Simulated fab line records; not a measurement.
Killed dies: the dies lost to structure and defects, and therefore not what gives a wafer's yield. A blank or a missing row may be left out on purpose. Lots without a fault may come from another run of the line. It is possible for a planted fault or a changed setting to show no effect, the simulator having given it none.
One fault through the eyes of 2 desks -- flow n5-finfet -- each desk holds nothing but its own numbers, with what lay behind them at the end

== THE TOOL OWNER'S DESK: ald-metal-01 ==
The tool's own readings at N5_HKMG_FIN_ALD_36 (deposits TiN, target thk 1 nm, pulse time 1 s, purge time 3 s): means of the sampled wafers that have a number, for each lot that ran on this tool. The brackets show how far a lot's mean lies from the usual mean; more than 4 standard deviations puts the lot out of limits, marked OUT.
Columns: A = heater-power-w at N5_HKMG_FIN_ALD_36, usual 901 W; B = precursor-pulse-height-rel at N5_HKMG_FIN_ALD_36, usual 1.001
lot,first seen here,A,B
L760,day 4 06:30,860,1.015
L764,day 5 09:49,861,1.010
L765,day 5 13:44,919,0.992
L771,day 7 06:43,897,0.994
L772,day 7 10:05,760,1.014
Finding of this desk: none of the 5 lots has anything out of limits.

== FROM THE METROLOGY DESK ==
What the gauges read for every lot (on any tool): the sampled wafers with a number, averaged. The brackets show how far a lot's mean lies from the usual mean; more than 4 standard deviations puts the lot out of limits, marked OUT. Shown here are 7 of its 10 readings, the ones lying furthest out on some lot.
Columns: A = DIBL_N at N5_BEOL_M4_RC_MEAS_101, usual 36.4 mV/V; B = IOFF_N at N5_BEOL_M4_RC_MEAS_101, usual 0.156 nA/um; C = IOFF_P at N5_BEOL_M4_RC_MEAS_101, usual 0.210 nA/um; D = ION_P at N5_BEOL_M4_RC_MEAS_101, usual 463 uA/um; E = SS_N at N5_BEOL_M4_RC_MEAS_101, usual 71.6 mV/dec; F = SS_P at N5_BEOL_M4_RC_MEAS_101, usual 73.3 mV/dec; G = VT_P at N5_BEOL_M4_RC_MEAS_101, usual -250.3 mV
lot,first seen here,A,B,C,D,E,F,G
L759,day 9 06:28,37.3,0.150,0.227,462,71.9,73.6,-249.6
L760,day 9 10:19,35.5,0.159,0.201,464,71.5,73.2,-251.0
L764,day 10 07:53,34.6,0.157,0.211,465,71.4,72.5,-249.9
L765,day 10 13:27,37.5,0.170,0.229,470,71.3,73.7,-248.1
L771,day 11 17:19,35.5,0.136,0.165,454,71.5,73.5,-258.0
L772,day 12 11:01,38.5,0.151,0.202,461,71.0,73.2,-251.5
L777,day 13 18:05,37.7,0.166,0.229,467,71.4,73.4,-248.3
L778,day 13 23:07,34.4,0.127,0.182,460,71.3,72.3,-251.4
L779,day 14 03:29,35.4,0.142,0.208,467,71.4,73.4,-249.2
Finding of this desk: none of the 9 lots has anything out of limits.

== BROUGHT TOGETHER ==
The desk of the tool owner found nothing out of limits.
Metrology desk: nothing out of limits seen.

== WHAT WAS PUT IN BY THE SIMULATOR ==
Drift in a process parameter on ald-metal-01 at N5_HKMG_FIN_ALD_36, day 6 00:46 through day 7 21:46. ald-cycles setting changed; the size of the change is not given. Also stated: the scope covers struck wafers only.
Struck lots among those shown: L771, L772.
